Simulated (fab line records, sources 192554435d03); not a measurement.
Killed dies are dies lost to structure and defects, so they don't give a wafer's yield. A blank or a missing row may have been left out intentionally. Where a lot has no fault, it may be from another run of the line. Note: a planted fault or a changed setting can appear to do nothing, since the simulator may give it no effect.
fab line records / flow n5Finfet
record lots=4 wafers=11 lastDay=20
route steps=1938 shown BEOL_M5@1129 PASSIVATION@1936
lots untouched by any fault: they come from a run of this same line in which no faults occurred
startH: hours from the record's opening day to when the first of the lot's shown wafers began / waitH: how many hours have passed since the lot's step before this one / " the same as in the row above / L1.1+2: a single row standing in for several wafers / - no value, or no start given / * or withheld: withheld / < > ~ a bound
route shown NAME@n: NAME is a module with steps in the file, n the number in the route of the first one / usual: average and standard deviation across the fault-free wafers / same: alike in all rows / chamber/n: place in a boat / sites: each site's reading / _std_site: the values' standard deviation / _edge_site: mean of outer sites minus mean of inner sites / radiusMm: how far each site lies from the wafer's centre / mask NAME#n: copy n / behind: the most recent tool/chamber to have shaped the wafer / hold: why the lot was held/for how many hours/how that ended / device: the n, p or np transistor that did not switch / end of line: at the end of the route, the tests of the same wafers / a step given without rows: its recipe and nothing more / killed: dies lost to structure and defects at the first sort, not the wafer's yield / map: a wafer's dies, x killed, . not, _ none there
set.NAME: setting as actually run; set.NAME@STEP: the setting as run at that earlier step / model.NAME: the simulator's own value behind a step, which no gauge read
certain route steps with their lots: each step a table, each wafer a row
services: the hour from which a tool's chamber was out of use, counted from the record's first day as startH (under 0 if before that day), plus the number of hours and why
## steps
# step N5_BEOL_M5_DESCUM_16
# recipe chemistry=O2 timeS=7 sourcePowerW=50 biasPowerW=20 pressureMtorr=20 rfFrequencyHz=2.712e+07 tempC=40 resist=CAR-EUV o2FlowSccm=225
# step N5_BEOL_M5_ETCH_72
# recipe chemistry=N2/H2 target=underlayer targetDepthA=65 maskMaterial=CAR-EUV timeS=5.2 ionEnergyEv=200 pressureMtorr=30 sourceW=840 biasW=150 n2FlowSccm=200 h2FlowSccm=200 ends=cleared
# step N5_BEOL_M5_ETCH_61
# recipe chemistry=CF4 target=SiARC targetDepthA=156 maskMaterial=CAR-EUV timeS=26 ionEnergyEv=80 pressureMtorr=40 sourceW=545 biasW=36 Ar_flow_sccm=100 cf4FlowSccm=100 ends=cleared
# step N5_BEOL_M5_ETCH_62
# recipe chemistry=N2/H2 target=SOC targetDepthA=750 overetchA=150 maskMaterial=SiARC tempC=40 timeS=112.5 ionEnergyEv=200 pressureMtorr=30 sourceW=840 biasW=150 n2FlowSccm=200 h2FlowSccm=200
# step N5_BEOL_M5_STRIP_63
# recipe chemistry=N2/H2 tempC=40 n2FlowSccm=200 h2FlowSccm=200 rfFrequencyHz=6e+07
# step N5_BEOL_M5_STRIP_73
# recipe chemistry=N2/H2 tempC=40 n2FlowSccm=200 h2FlowSccm=200 rfFrequencyHz=6e+07
# step N5_BEOL_M5_STRIP_64
# recipe chemistry=CF4 resist=SiARC powerW=300 biasPowerW=75 pressureMtorr=50 cf4FlowSccm=150 rfFrequencyHz=6e+07
# step N5_BEOL_M5_HM_OPEN_17
# recipe chemistry=Cl2/BCl3 targetDepthA=200 overetchA=60 target=TiN maskMaterial=SOC ionEnergyEv=150 pressureMtorr=10 icpW=1000 biasW=126 Cl2_flow_sccm=53.25 bcl3FlowSccm=21.75 Ar_flow_sccm=25
# step N5_BEOL_M5_STRIP_19
# recipe chemistry=O2 powerW=400 tempC=40 pressureMtorr=30 rfFrequencyHz=6e+07 biasPowerW=0 overashFraction=0.2 o2FlowSccm=225
# step N5_BEOL_M5_COAT_65
# recipe resist=SOC tempC=250 timeS=60 spinRpm=1500 resistThkNm=60
# usual spinSpeedRpm=1499.9/0.78
lot.wafer=L673.3 tool=lithoTrack-01 chamber=0 startH=305.24 waitH=1.4 spinSpeedRpm=1500.5 model.SOC_of_BEOL_M5_COAT_65.thkNm=60
lot.wafer=L673.4 tool=lithoTrack-01 chamber=0 startH=305.24 waitH=1.4 spinSpeedRpm=1501.5 model.SOC_of_BEOL_M5_COAT_65.thkNm=60
lot.wafer=L678.1 tool=lithoTrack-01 chamber=0 startH=336.76 waitH=1.1 spinSpeedRpm=1432.0 model.SOC_of_BEOL_M5_COAT_65.thkNm=61.2
lot.wafer=L678.2 tool=lithoTrack-01 chamber=0 startH=336.76 waitH=1.1 spinSpeedRpm=1431.7 model.SOC_of_BEOL_M5_COAT_65.thkNm=61.4
lot.wafer=L678.3 tool=lithoTrack-01 chamber=0 startH=336.76 waitH=1.1 spinSpeedRpm=1432.6 model.SOC_of_BEOL_M5_COAT_65.thkNm=61.4
lot.wafer=L680.1 tool=lithoTrack-01 chamber=0 startH=343.94 waitH=0.9 spinSpeedRpm=1431.8 model.SOC_of_BEOL_M5_COAT_65.thkNm=61.4
lot.wafer=L680.5 tool=lithoTrack-01 chamber=0 startH=343.94 waitH=0.9 spinSpeedRpm=1431.7 model.SOC_of_BEOL_M5_COAT_65.thkNm=61.4
lot.wafer=L680.6 tool=lithoTrack-01 chamber=0 startH=343.94 waitH=0.9 spinSpeedRpm=1433.2 model.SOC_of_BEOL_M5_COAT_65.thkNm=61.2
lot.wafer=L681.2 tool=lithoTrack-03 chamber=0 startH=353.72 waitH=1.0 spinSpeedRpm=1499.7 model.SOC_of_BEOL_M5_COAT_65.thkNm=59.8
lot.wafer=L681.3 tool=lithoTrack-03 chamber=0 startH=353.72 waitH=1.0 spinSpeedRpm=1499.1 model.SOC_of_BEOL_M5_COAT_65.thkNm=60
lot.wafer=L681.5 tool=lithoTrack-03 chamber=0 startH=353.72 waitH=1.0 spinSpeedRpm=1499.2 model.SOC_of_BEOL_M5_COAT_65.thkNm=59.8
# step N5_BEOL_M5_COAT_66
# recipe resist=SiARC tempC=220 timeS=60 spinRpm=1500 resistThkNm=12
# step N5_BEOL_M5_COAT_74
# recipe resist=underlayer tempC=205 timeS=60 spinRpm=1500 resistThkNm=5
# step N5_BEOL_M5_COAT_22
# recipe resist=CAR-EUV spinRpm=1500 resistThkNm=30
# step N5_BEOL_M5_EBR_24
# recipe solvent=PGMEA ebrWidthMm=1.5
# step N5_BEOL_M5_SOFTBAKE_23
# recipe tempC=110 timeS=60 resist=CAR-EUV
# step N5_BEOL_M5_EXPOSE_25
# recipe maskId=V4 na=0.33 sourceShape=quasar sigmaInner=0.2 sigmaOuter=0.6 polarization=unpolarized defocusNm=10 doseMj=52.75
# step N5_BEOL_M5_PEB_26
# recipe pebTempC=100 pebTimeS=60 resist=CAR-EUV
# step N5_BEOL_M5_DEVELOP_27
# recipe developTimeS=30 developer=TMAH resist=CAR-EUV rinseLiquid=surfactantRinse dry=airSpin devTempC=23
# step N5_BEOL_M5_DESCUM_33
# recipe chemistry=O2 timeS=7 sourcePowerW=50 biasPowerW=20 pressureMtorr=20 rfFrequencyHz=2.712e+07 tempC=40 resist=CAR-EUV o2FlowSccm=225
# step N5_BEOL_M5_ETCH_75
# recipe chemistry=N2/H2 target=underlayer targetDepthA=65 maskMaterial=CAR-EUV timeS=5.2 ionEnergyEv=200 pressureMtorr=30 sourceW=840 biasW=150 n2FlowSccm=200 h2FlowSccm=200 ends=cleared
# step N5_BEOL_M5_ETCH_67
# recipe chemistry=CF4 target=SiARC targetDepthA=156 maskMaterial=CAR-EUV timeS=26 ionEnergyEv=80 pressureMtorr=40 sourceW=545 biasW=36 Ar_flow_sccm=100 cf4FlowSccm=100 ends=cleared
# step N5_BEOL_M5_ETCH_68
# recipe chemistry=N2/H2 target=SOC targetDepthA=800 overetchA=160 maskMaterial=SiARC tempC=40 timeS=120 ionEnergyEv=200 pressureMtorr=30 sourceW=840 biasW=150 n2FlowSccm=200 h2FlowSccm=200
# usual chamberPressureMTorr=29.998/0.024 drypumpMotorCurrentA=5.6/0.33 oesProductAu=0.59/0.048 rfVppV=523.4/2.5 showerheadPlenumPTorr=2.52/0.088 throttleValvePct=17.82/0.21
lot.wafer=L673.3 tool=rieDiel-06 chamber=0 startH=305.95 waitH=0.0 chamberPressureMTorr=29.961 drypumpMotorCurrentA=5.5 oesProductAu=0.66 rfHoursCounterH=52 rfVppV=523.3 showerheadPlenumPTorr=2.48 throttleValvePct=17.52 model.etch.depthNm=59.9
lot.wafer=L673.4 tool=rieDiel-06 chamber=3 startH=305.95 waitH=0.0 chamberPressureMTorr=30.035 drypumpMotorCurrentA=5.8 oesProductAu=0.52 rfHoursCounterH=231 rfVppV=523.1 showerheadPlenumPTorr=2.51 throttleValvePct=17.99 model.etch.depthNm=60.06
lot.wafer=L678.1 tool=rieDiel-06 chamber=1 startH=337.37 waitH=0.0 chamberPressureMTorr=30.008 drypumpMotorCurrentA=5.4 oesProductAu=0.61 rfHoursCounterH=109 rfVppV=524.1 showerheadPlenumPTorr=2.54 throttleValvePct=17.66 model.etch.depthNm=61.28
lot.wafer=L678.2 tool=rieDiel-06 chamber=3 startH=337.37 waitH=0.0 chamberPressureMTorr=29.976 drypumpMotorCurrentA=5.8 oesProductAu=0.53 rfHoursCounterH=241 rfVppV=522.5 showerheadPlenumPTorr=2.50 throttleValvePct=17.98 model.etch.depthNm=61.48
lot.wafer=L678.3 tool=rieDiel-06 chamber=0 startH=337.37 waitH=0.0 chamberPressureMTorr=30.001 drypumpMotorCurrentA=5.5 oesProductAu=0.66 rfHoursCounterH=63 rfVppV=522.2 showerheadPlenumPTorr=2.47 throttleValvePct=17.53 model.etch.depthNm=61.4
lot.wafer=L680.1 tool=rieDiel-02 chamber=3 startH=344.60 waitH=0.0 chamberPressureMTorr=30.022 drypumpMotorCurrentA=5.7 oesProductAu=0.55 rfHoursCounterH=248 rfVppV=520.1 showerheadPlenumPTorr=2.39 throttleValvePct=17.96 model.etch.depthNm=61.4
lot.wafer=L680.5 tool=rieDiel-02 chamber=1 startH=344.60 waitH=0.0 chamberPressureMTorr=30.005 drypumpMotorCurrentA=5.4 oesProductAu=0.61 rfHoursCounterH=- rfVppV=526.7 showerheadPlenumPTorr=2.65 throttleValvePct=17.60 model.etch.depthNm=61.34
lot.wafer=L680.6 tool=rieDiel-02 chamber=2 startH=344.60 waitH=0.0 chamberPressureMTorr=29.988 drypumpMotorCurrentA=5.5 oesProductAu=0.55 rfHoursCounterH=- rfVppV=523.8 showerheadPlenumPTorr=2.49 throttleValvePct=17.89 model.etch.depthNm=61.3
lot.wafer=L681.2 tool=rieDiel-06 chamber=3 startH=354.36 waitH=0.0 chamberPressureMTorr=30.025 drypumpMotorCurrentA=5.8 oesProductAu=0.52 rfHoursCounterH=247 rfVppV=522.5 showerheadPlenumPTorr=2.50 throttleValvePct=18.01 model.etch.depthNm=59.8
lot.wafer=L681.3 tool=rieDiel-06 chamber=1 startH=354.36 waitH=0.0 chamberPressureMTorr=29.979 drypumpMotorCurrentA=5.4 oesProductAu=0.60 rfHoursCounterH=115 rfVppV=523.3 showerheadPlenumPTorr=2.54 throttleValvePct=17.68 model.etch.depthNm=59.91
lot.wafer=L681.5 tool=rieDiel-06 chamber=3 startH=354.36 waitH=0.0 chamberPressureMTorr=29.970 drypumpMotorCurrentA=5.8 oesProductAu=0.51 rfHoursCounterH=- rfVppV=522.9 showerheadPlenumPTorr=2.50 throttleValvePct=18.01 model.etch.depthNm=59.88
# step N5_BEOL_M5_STRIP_69
# recipe chemistry=N2/H2 tempC=40 n2FlowSccm=200 h2FlowSccm=200 rfFrequencyHz=6e+07
# step N5_BEOL_M5_STRIP_76
# recipe chemistry=N2/H2 tempC=40 n2FlowSccm=200 h2FlowSccm=200 rfFrequencyHz=6e+07
# step N5_BEOL_M5_VIA_ETCH_34
# recipe chemistry=C4F6/O2 target=SiCOH_lowk targetDepthA=883 maskMaterial=SOC taperDeg=4 timeS=39.2 ionEnergyEv=250 pressureMtorr=30 sourceW=345 biasW=185 Ar_flow_sccm=300 C4F6_flow_sccm=10 O2_flow_sccm=10
# usual chamberPressureMTorr=30.000/0.028 drypumpMotorCurrentA=5.6/0.32 mfcArSccm=299.8/0.9 oes_ar_750_au=0.77/0.062 oesProductAu=0.77/0.065 rfVppV=663/18 showerheadPlenumPTorr=2.83/0.1 throttleValvePct=20.91/0.21
lot.wafer=L673.3 tool=rieDiel-06 chamber=0 startH=306.05 waitH=0.0 chamberPressureMTorr=29.982 drypumpMotorCurrentA=5.5 mfcArSccm=300.7 oes_ar_750_au=0.87 oesProductAu=0.87 rfHoursCounterH=52 rfVppV=649 showerheadPlenumPTorr=2.78 throttleValvePct=20.56 model.SOC_of_BEOL_M5_COAT_65.thkNm=55.8
lot.wafer=L673.4 tool=rieDiel-06 chamber=3 startH=306.05 waitH=0.0 chamberPressureMTorr=29.998 drypumpMotorCurrentA=5.8 mfcArSccm=301.0 oes_ar_750_au=0.69 oesProductAu=0.67 rfHoursCounterH=231 rfVppV=657 showerheadPlenumPTorr=2.82 throttleValvePct=21.13 model.SOC_of_BEOL_M5_COAT_65.thkNm=56
lot.wafer=L678.1 tool=rieDiel-06 chamber=1 startH=337.47 waitH=0.0 chamberPressureMTorr=29.951 drypumpMotorCurrentA=5.4 mfcArSccm=299.6 oes_ar_750_au=0.79 oesProductAu=0.80 rfHoursCounterH=109 rfVppV=698 showerheadPlenumPTorr=2.90 throttleValvePct=21.16 model.SOC_of_BEOL_M5_COAT_65.thkNm=57.2
lot.wafer=L678.2 tool=rieDiel-06 chamber=3 startH=337.47 waitH=0.0 chamberPressureMTorr=29.987 drypumpMotorCurrentA=5.8 mfcArSccm=299.7 oes_ar_750_au=0.68 oesProductAu=0.67 rfHoursCounterH=241 rfVppV=657 showerheadPlenumPTorr=2.81 throttleValvePct=21.15 model.SOC_of_BEOL_M5_COAT_65.thkNm=57.4
lot.wafer=L678.3 tool=rieDiel-06 chamber=0 startH=337.47 waitH=0.0 chamberPressureMTorr=30.032 drypumpMotorCurrentA=5.5 mfcArSccm=299.8 oes_ar_750_au=0.85 oesProductAu=0.86 rfHoursCounterH=63 rfVppV=650 showerheadPlenumPTorr=2.77 throttleValvePct=20.57 model.SOC_of_BEOL_M5_COAT_65.thkNm=57.2
lot.wafer=L680.1 tool=rieDiel-02 chamber=3 startH=344.70 waitH=0.0 chamberPressureMTorr=29.948 drypumpMotorCurrentA=5.7 mfcArSccm=299.3 oes_ar_750_au=0.69 oesProductAu=0.68 rfHoursCounterH=248 rfVppV=655 showerheadPlenumPTorr=2.67 throttleValvePct=20.96 model.SOC_of_BEOL_M5_COAT_65.thkNm=57.6
lot.wafer=L680.5 tool=rieDiel-02 chamber=1 startH=344.70 waitH=0.0 chamberPressureMTorr=30.005 drypumpMotorCurrentA=5.4 mfcArSccm=300.7 oes_ar_750_au=0.80 oesProductAu=0.81 rfHoursCounterH=- rfVppV=675 showerheadPlenumPTorr=2.98 throttleValvePct=20.74 model.SOC_of_BEOL_M5_COAT_65.thkNm=57
lot.wafer=L680.6 tool=rieDiel-02 chamber=2 startH=344.70 waitH=0.0 chamberPressureMTorr=30.012 drypumpMotorCurrentA=5.5 mfcArSccm=299.6 oes_ar_750_au=0.73 oesProductAu=0.72 rfHoursCounterH=- rfVppV=641 showerheadPlenumPTorr=2.82 throttleValvePct=21.02 model.SOC_of_BEOL_M5_COAT_65.thkNm=57
lot.wafer=L681.2 tool=rieDiel-06 chamber=3 startH=354.46 waitH=0.0 chamberPressureMTorr=30.018 drypumpMotorCurrentA=5.8 mfcArSccm=298.9 oes_ar_750_au=0.67 oesProductAu=0.67 rfHoursCounterH=248 rfVppV=658 showerheadPlenumPTorr=2.81 throttleValvePct=21.15 model.SOC_of_BEOL_M5_COAT_65.thkNm=55.8
lot.wafer=L681.3 tool=rieDiel-06 chamber=1 startH=354.46 waitH=0.0 chamberPressureMTorr=30.018 drypumpMotorCurrentA=5.4 mfcArSccm=298.8 oes_ar_750_au=0.79 oesProductAu=0.79 rfHoursCounterH=116 rfVppV=699 showerheadPlenumPTorr=2.90 throttleValvePct=21.17 model.SOC_of_BEOL_M5_COAT_65.thkNm=55.8
lot.wafer=L681.5 tool=rieDiel-06 chamber=3 startH=354.46 waitH=0.0 chamberPressureMTorr=29.989 drypumpMotorCurrentA=5.8 mfcArSccm=299.4 oes_ar_750_au=0.67 oesProductAu=0.67 rfHoursCounterH=- rfVppV=657 showerheadPlenumPTorr=2.81 throttleValvePct=21.16 model.SOC_of_BEOL_M5_COAT_65.thkNm=56
# step N5_BEOL_M5_STRIP_85
# recipe chemistry=C4F6/O2 resist=SiARC rfFrequencyHz=6e+07
# step N5_PASSIVATION_PROBE_49
# usual defectLimitedYield=91.2/1.5 killed_at_M0_to_M3=36/10 killed_at_M4_up=14/5.2 killedAtContacts=12/6 killedAtFrontEnd=37/10 killedAtOther=4/3.3 killedDies=104/18 killedOpen=68/14 killedShort=34/7.4 sort_bin_5_function=5.2/1 sort_bin_6_memory=3.3/0.7 sortNPass=1076/18 sortYieldPct=91.2/1.5
# same grossDies=1180 killedAtBackSide=0 sort_bin_4_leakage[%]=0 sort_bin_8_speed[%]=0
lot.wafer=L673.3 tool=prober-01 chamber=- startH=399.16 waitH=0.1 defectLimitedYield[%]=90.8 killed_at_M0_to_M3=51 killed_at_M4_up=11 killedAtContacts=11 killedAtFrontEnd=31 killedAtOther=4 killedDies=108 killedOpen=68 killedShort=40 sort_bin_5_function[%]=5.4 sort_bin_6_memory[%]=3.6 sortNPass=1072 sortYieldPct[%]=90.8
lot.wafer=L673.4 tool=prober-01 chamber=- startH=399.21 waitH=0.2 defectLimitedYield[%]=91.5 killed_at_M0_to_M3=42 killed_at_M4_up=14 killedAtContacts=2 killedAtFrontEnd=28 killedAtOther=14 killedDies=100 killedOpen=58 killedShort=33 sort_bin_5_function[%]=4.8 sort_bin_6_memory[%]=3.3 sortNPass=1080 sortYieldPct[%]=91.5
lot.wafer=L678.1 tool=prober-02 chamber=- startH=460.04 waitH=0.0 defectLimitedYield[%]=92.2 killed_at_M0_to_M3=54 killed_at_M4_up=10 killedAtContacts=8 killedAtFrontEnd=20 killedAtOther=0 killedDies=92 killedOpen=60 killedShort=32 sort_bin_5_function[%]=4.5 sort_bin_6_memory[%]=3.1 sortNPass=1088 sortYieldPct[%]=92.2
lot.wafer=L678.2 tool=prober-02 chamber=- startH=460.09 waitH=0.1 defectLimitedYield[%]=91.5 killed_at_M0_to_M3=34 killed_at_M4_up=12 killedAtContacts=10 killedAtFrontEnd=43 killedAtOther=1 killedDies=100 killedOpen=60 killedShort=40 sort_bin_5_function[%]=5.1 sort_bin_6_memory[%]=3.1 sortNPass=1080 sortYieldPct[%]=91.5
lot.wafer=L678.3 tool=prober-02 chamber=- startH=460.14 waitH=0.1 defectLimitedYield[%]=90.9 killed_at_M0_to_M3=51 killed_at_M4_up=13 killedAtContacts=13 killedAtFrontEnd=29 killedAtOther=1 killedDies=107 killedOpen=68 killedShort=39 sort_bin_5_function[%]=5.6 sort_bin_6_memory[%]=2.9 sortNPass=1073 sortYieldPct[%]=90.9
lot.wafer=L681.2 tool=prober-01 chamber=- startH=478.25 waitH=0.1 defectLimitedYield[%]=92.2 killed_at_M0_to_M3=48 killed_at_M4_up=16 killedAtContacts=3 killedAtFrontEnd=23 killedAtOther=2 killedDies=92 killedOpen=57 killedShort=34 sort_bin_5_function[%]=4.9 sort_bin_6_memory[%]=2.7 sortNPass=1088 sortYieldPct[%]=92.2
lot.wafer=L681.3 tool=prober-01 chamber=- startH=478.30 waitH=0.1 defectLimitedYield[%]=91.7 killed_at_M0_to_M3=42 killed_at_M4_up=9 killedAtContacts=6 killedAtFrontEnd=29 killedAtOther=12 killedDies=98 killedOpen=60 killedShort=37 sort_bin_5_function[%]=4.9 sort_bin_6_memory[%]=3.1 sortNPass=1082 sortYieldPct[%]=91.7
lot.wafer=L681.5 tool=prober-01 chamber=- startH=478.40 waitH=0.2 defectLimitedYield[%]=92.5 killed_at_M0_to_M3=18 killed_at_M4_up=15 killedAtContacts=7 killedAtFrontEnd=46 killedAtOther=3 killedDies=89 killedOpen=58 killedShort=30 sort_bin_5_function[%]=5.2 sort_bin_6_memory[%]=2.3 sortNPass=1091 sortYieldPct[%]=92.5
# killed by level:class
L673.3 BEOL_M0_SAQP:geometricParticle:open=18 BEOL_M0_SAQP:geometricParticle:short=16 FIN_SAQP:geometricParticle:open=10 FIN_SAQP:geometricParticle:short=9 MOL_CONTACT_COAG:geometricParticle:open=9 BEOL_M3:geometricParticle:open=6 STI_FIN_REVEAL:geometricParticle:open=4 BEOL_M1:geometricParticle:open=4
L673.4 BEOL_M0_SAQP:geometricParticle:open=9 PASSIVATION:areaEtch=9 BEOL_M0_SAQP:geometricParticle:short=8 FIN_SAQP:geometricParticle:open=7 FIN_SAQP:geometricParticle:short=6 BEOL_M3:geometricParticle:open=6 BEOL_M4:geometricParticle:open=6 BEOL_M0:geometricParticle:open=5
L678.1 BEOL_M1:geometricParticle:open=12 BEOL_M3:geometricParticle:open=9 BEOL_M0_SAQP:geometricParticle:short=8 BEOL_M0_SAQP:geometricParticle:open=8 MOL_CONTACT_COAG:geometricParticle:open=7 BEOL_M3:geometricParticle:short=6 FIN_SAQP:geometricParticle:open=5 BEOL_M4:geometricParticle:short=5
L678.2 BEOL_M2:geometricParticle:open=10 GATE_CUT:geometricParticle:short=9 GATE_CUT:geometricParticle:open=9 MOL_CONTACT_COAG:geometricParticle:open=9 FIN_SAQP:geometricParticle:short=8 FIN_SAQP:geometricParticle:open=5 STARTING-WAFER:geometricParticle:short=5 BEOL_M0_SAQP:geometricParticle:short=5
L678.3 MOL_CONTACT_COAG:geometricParticle:open=12 BEOL_M2:geometricParticle:open=11 BEOL_M0_SAQP:geometricParticle:short=9 BEOL_M1:geometricParticle:open=9 BEOL_M0_SAQP:geometricParticle:open=8 GATE_CUT:geometricParticle:short=7 FIN_SAQP:geometricParticle:short=6 BEOL_M3:geometricParticle:open=6
L681.2 BEOL_M2:geometricParticle:open=13 BEOL_M3:geometricParticle:open=8 BEOL_M2:geometricParticle:short=7 STI_FIN_REVEAL:geometricParticle:open=6 BEOL_M0_SAQP:geometricParticle:short=6 BEOL_M4:geometricParticle:open=6 STI_FIN_REVEAL:geometricParticle:short=5 BEOL_M0_SAQP:geometricParticle:open=5
L681.3 BEOL_M0_SAQP:geometricParticle:open=10 GATE_CUT:geometricParticle:short=7 BEOL_M1:geometricParticle:open=7 MOL_CONTACT_COAG:geometricParticle:open=6 BEOL_M0_SAQP:geometricParticle:short=6 FIN_SAQP:geometricParticle:short=5 BEOL_M2:geometricParticle:open=5 MIM_TOP_ETCH:geometricParticle:open=5
L681.5 STI_FIN_REVEAL:geometricParticle:open=12 GATE_CUT:geometricParticle:open=7 BEOL_M4:geometricParticle:open=7 MOL_CONTACT_COAG:geometricParticle:open=6 BEOL_M2:geometricParticle:open=6 STI_FIN_REVEAL:geometricParticle:short=5 STARTING-WAFER:geometricParticle:short=4 FIN_SAQP:geometricParticle:short=3
## services
tool=lithoTrack-03 chamber=- startH=308.09 hours=- kind=consumableReplace:filter
tool=rieDiel-06 chamber=2 startH=331.76 hours=38.5 kind=repair
tool=rieDiel-02 chamber=3 startH=351.50 hours=- kind=clean
tool=rieDiel-02 chamber=3 startH=351.50 hours=- kind=consumableReplace:focusRing
tool=rieDiel-02 chamber=3 startH=351.50 hours=- kind=consumableReplace:showerhead
tool=rieDiel-02 chamber=3 startH=351.50 hours=17.3 kind=scheduledDown
tool=rieDiel-02 chamber=3 startH=351.50 hours=17.3 kind=ventCycle
## key
firstSign step=N5_BEOL_M5_COAT_65 reading=spinSpeedRpm direction=down sigmas=87 usual=* struck=*
effect none on later readings
modelEffect step=N5_BEOL_M5_COAT_65 value=SOC_of_BEOL_M5_COAT_65.thkNm without=59.93 struck=61.33
modelEffect step=N5_BEOL_M5_ETCH_68 value=etch.depthNm without=59.95 struck=61.37
modelEffect step=N5_BEOL_M5_VIA_ETCH_34 value=SOC_of_BEOL_M5_COAT_65.thkNm without=55.83 struck=57.23
metAt N5_BEOL_M5_COAT_65
struckWafers L678.1,L678.2,L678.3,L680.1,L680.5,L680.6
onsetBetween 305.24 336.76
fault kind=processParameterDrift tool=lithoTrack-01 chamber=- onsetH=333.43 steps=N5_BEOL_M5_COAT_65 channel=spinRpm offset=* shape=step endH=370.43 actsIn=* stated=*
